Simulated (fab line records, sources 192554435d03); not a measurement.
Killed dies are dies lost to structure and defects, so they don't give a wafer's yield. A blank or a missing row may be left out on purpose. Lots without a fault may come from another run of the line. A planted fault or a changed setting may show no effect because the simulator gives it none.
Chamber matching | flow n5_finfet | N5_BEOL_M0_STRIP_140 on rie_diel-04: 4 sister chambers
The step strips in CF4. 4 wafers are shown with their chamber, then 9 later ones without.

WAFERS WITH THEIR CHAMBER
wafer  | chamber | drypump_motor_current_A (A)
L075.6 | 3       | 5.3
L082.4 | 1       | 5.2
L093.4 | 0       | 5.6
L093.6 | 2       | 5.7

WAFERS WITHOUT THEIR CHAMBER
wafer  | drypump_motor_current_A (A)
L094.2 | 5.6
L094.4 | 5.4
L094.5 | 5.6
L096.1 | 5.6
L096.4 | 5.2
L096.5 | 5.2
L097.1 | 5.8
L097.5 | 5.6
L097.6 | 5.4

WHICH CHAMBER EACH WENT THROUGH
wafer  | from the rows above          | in truth
L094.2 | can't be placed: 0 or 2      | 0
L094.4 | can't be placed: 3 or 0 or 1 | 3
L094.5 | can't be placed: 0 or 2      | 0
L096.1 | can't be placed: 0 or 2      | 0
L096.4 | can't be placed: 1 or 3      | 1
L096.5 | can't be placed: 1 or 3      | 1
L097.1 | can't be placed: 2 or 0      | 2
L097.5 | can't be placed: 0 or 2      | 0
L097.6 | can't be placed: 3 or 0 or 1 | 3
Placed correctly: 0 of 9. Can't be placed from these rows: 9 (the true chamber is among the candidates in 9). Placed wrongly: 0.
How it was worked out, from the rows above alone: a wafer's distance from a chamber is the root of the sum, over the readings, of the square of ((its reading less the chamber's mean) divided by the reading's scatter). The wafer belongs to the nearest chamber; if the next one is less than 2 further off, it can't be placed. A chamber's mean is the mean of its shown wafers. The scatter: with one shown wafer a chamber, the root of the mean of the squares of how far each hidden wafer lies from its nearest shown one.
